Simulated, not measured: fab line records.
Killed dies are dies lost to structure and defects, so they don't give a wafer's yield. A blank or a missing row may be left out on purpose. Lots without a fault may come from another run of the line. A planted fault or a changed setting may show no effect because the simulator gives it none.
Which tool is to blame? :: flow nand-harc :: 13 lots with 38 wafers sampled at 4 steps, on a route of 1302 steps

## WHAT EACH GAUGE READ, for each wafer
NHARC_A_SOURCE_PLATE_THK_MEAS_09: measures by ellipsometry.
lot: L869
measured: day 6 23:25
on: film-metro-02
thk-nm (nm): 8.0 10.1 11.3

lot: L870
measured: day 7 18:11
on: film-metro-01
thk-nm (nm): 8.3 10.0 10.2

lot: L871
measured: day 8 02:36
on: film-metro-01
thk-nm (nm): 8.9 11.0 7.4

lot: L872
measured: day 8 07:44
on: film-metro-02
thk-nm (nm): 10.3 9.8 9.2

lot: L873
measured: day 8 17:05
on: film-metro-01
thk-nm (nm): 10.7 11.2 10.7

lot: L875
measured: day 9 16:29
on: film-metro-02
thk-nm (nm): 9.1 10.8 9.5

lot: L877
measured: day 10 16:20
on: film-metro-02
thk-nm (nm): 9.4 9.9 8.5

lot: L879
measured: day 11 07:08
on: film-metro-02
thk-nm (nm): 9.6 10.4 8.7

lot: L878
measured: day 11 07:08
on: film-metro-01
thk-nm (nm): 9.0 9.8 9.2

lot: L880
measured: day 11 17:35
on: film-metro-02
thk-nm (nm): 10.1 10.1 7.3

lot: L882
measured: day 12 09:44
on: film-metro-01
thk-nm (nm): 10.1 10.2 10.4

lot: L890
measured: day 15 20:14
on: film-metro-02
thk-nm (nm): 12.1 9.6

lot: L892
measured: day 16 14:43
on: film-metro-01
thk-nm (nm): 8.6 8.7 11.3

NHARC_A_SOURCE_PLATE_INSPECT_08.
lot: L869
measured: day 7 11:56
on: defect-inspect-01
raw-defect-count: 102 116 105

lot: L870
measured: day 8 07:11
on: defect-inspect-01
raw-defect-count: 33 60 42

lot: L871
measured: day 8 15:11
on: defect-inspect-01
raw-defect-count: 39 69 93

lot: L872
measured: day 8 22:27
on: defect-inspect-01
raw-defect-count: 56 42 29

lot: L873
measured: day 9 06:56
on: defect-inspect-02
raw-defect-count: 77 63 86

lot: L875
measured: day 10 06:05
on: defect-inspect-02
raw-defect-count: 29 59 58

lot: L877
measured: day 11 05:45
on: defect-inspect-01
raw-defect-count: 47 34 45

lot: L879
measured: day 11 20:14
on: defect-inspect-01
raw-defect-count: 43 65 68

lot: L878
measured: day 11 20:14
on: defect-inspect-02
raw-defect-count: 69 77 125

lot: L880
measured: day 12 08:53
on: defect-inspect-01
raw-defect-count: 64 85 72

lot: L882
measured: day 12 22:56
on: defect-inspect-01
raw-defect-count: 66 38 36

lot: L890
measured: day 16 08:48
on: defect-inspect-01
raw-defect-count: 34 37

lot: L892
measured: day 17 03:54
on: defect-inspect-02
raw-defect-count: 56 52 37

NHARC_A_ONON_D1_THK_MEAS_02: measures by ellipsometry.
lot: L869
measured: day 7 12:31
on: film-metro-02
thk-nm (nm): 1001 1001 1000

lot: L870
measured: day 8 07:46
on: film-metro-01
thk-nm (nm): 999 999 1000

lot: L871
measured: day 8 15:46
on: film-metro-02
thk-nm (nm): 998 999 997

lot: L872
measured: day 8 23:02
on: film-metro-02
thk-nm (nm): 1011 1013 1012

lot: L873
measured: day 9 07:31
on: film-metro-01
thk-nm (nm): 987 989 987

lot: L875
measured: day 10 06:41
on: film-metro-01
thk-nm (nm): 987 990 989

lot: L877
measured: day 11 06:19
on: film-metro-02
thk-nm (nm): 1023 1023 1022

lot: L879
measured: day 11 20:49
on: film-metro-01
thk-nm (nm): 996 993 994

lot: L878
measured: day 11 20:50
on: film-metro-02
thk-nm (nm): 992 992 991

lot: L880
measured: day 12 09:48
on: film-metro-02
thk-nm (nm): 990 992 991

lot: L882
measured: day 12 23:30
on: film-metro-01
thk-nm (nm): 996 996 998

lot: L890
measured: day 16 09:23
on: film-metro-01
thk-nm (nm): 995 1043

lot: L892
measured: day 17 04:29
on: film-metro-02
thk-nm (nm): 984 984 985

## WHICH TOOL RAN EACH LOT (tool, then ch and the chambers of the sampled wafers, then the start)
lot: L869
NHARC_A_ONON_D1_DEP_00: pecvd-onon-03 ch 0, day 7 12:04

lot: L870
NHARC_A_ONON_D1_DEP_00: pecvd-onon-03 ch 0, day 8 07:16

lot: L871
NHARC_A_ONON_D1_DEP_00: pecvd-onon-03 ch 0, day 8 15:26

lot: L872
NHARC_A_ONON_D1_DEP_00: pecvd-onon-03 ch 0, day 8 22:31

lot: L873
NHARC_A_ONON_D1_DEP_00: pecvd-onon-04 ch 0, day 9 07:00

lot: L875
NHARC_A_ONON_D1_DEP_00: pecvd-onon-01 ch 0, day 10 06:14

lot: L877
NHARC_A_ONON_D1_DEP_00: pecvd-onon-03 ch 0, day 11 05:49

lot: L879
NHARC_A_ONON_D1_DEP_00: pecvd-onon-01 ch 0, day 11 20:22

lot: L878
NHARC_A_ONON_D1_DEP_00: pecvd-onon-03 ch 0, day 11 20:25

lot: L880
NHARC_A_ONON_D1_DEP_00: pecvd-onon-03 ch 0, day 12 09:23

lot: L882
NHARC_A_ONON_D1_DEP_00: pecvd-onon-03 ch 0, day 12 22:59

lot: L890
NHARC_A_ONON_D1_DEP_00: pecvd-onon-03 ch 0, day 16 08:56

lot: L892
NHARC_A_ONON_D1_DEP_00: pecvd-onon-01 ch 0, day 17 04:01
- NHARC_A_ONON_D1_DEP_00: target thk 1000 nm.

## WHAT THE TOOLS THEMSELVES READ (means of the sampled wafers that have a number; where no wafer has one, the mark that the record gives instead)
The record holds no such reading with a usual standard deviation.

## THE ANSWER, worked out from the rows above alone
Rule: the lots themselves supply what counts as usual. Put in order of their means at a reading, lots are off if they are a third of the lots or fewer, leave a main group of 4 or more, and stand apart from it by a gap of 3 or more times the standard deviation of the main group's means; of several such gaps the widest counts. If all means in a main group match to the digits the tables above print for the reading, that group is not used. A lot without any number at a reading at which 4 lots or more have one is off too. Where the step has rows for the other lots, those lots are counted as sound. First the gauges in route order, then the tools' own readings, where a lot's mean is used as printed above. At the first step where some lot is off, the reading lying furthest off is the one used; lots without a number count as furthest.
Across all readings shown, no lot is off: no conclusion can be drawn from this.

## WHAT THE SIMULATOR HAD PUT IN
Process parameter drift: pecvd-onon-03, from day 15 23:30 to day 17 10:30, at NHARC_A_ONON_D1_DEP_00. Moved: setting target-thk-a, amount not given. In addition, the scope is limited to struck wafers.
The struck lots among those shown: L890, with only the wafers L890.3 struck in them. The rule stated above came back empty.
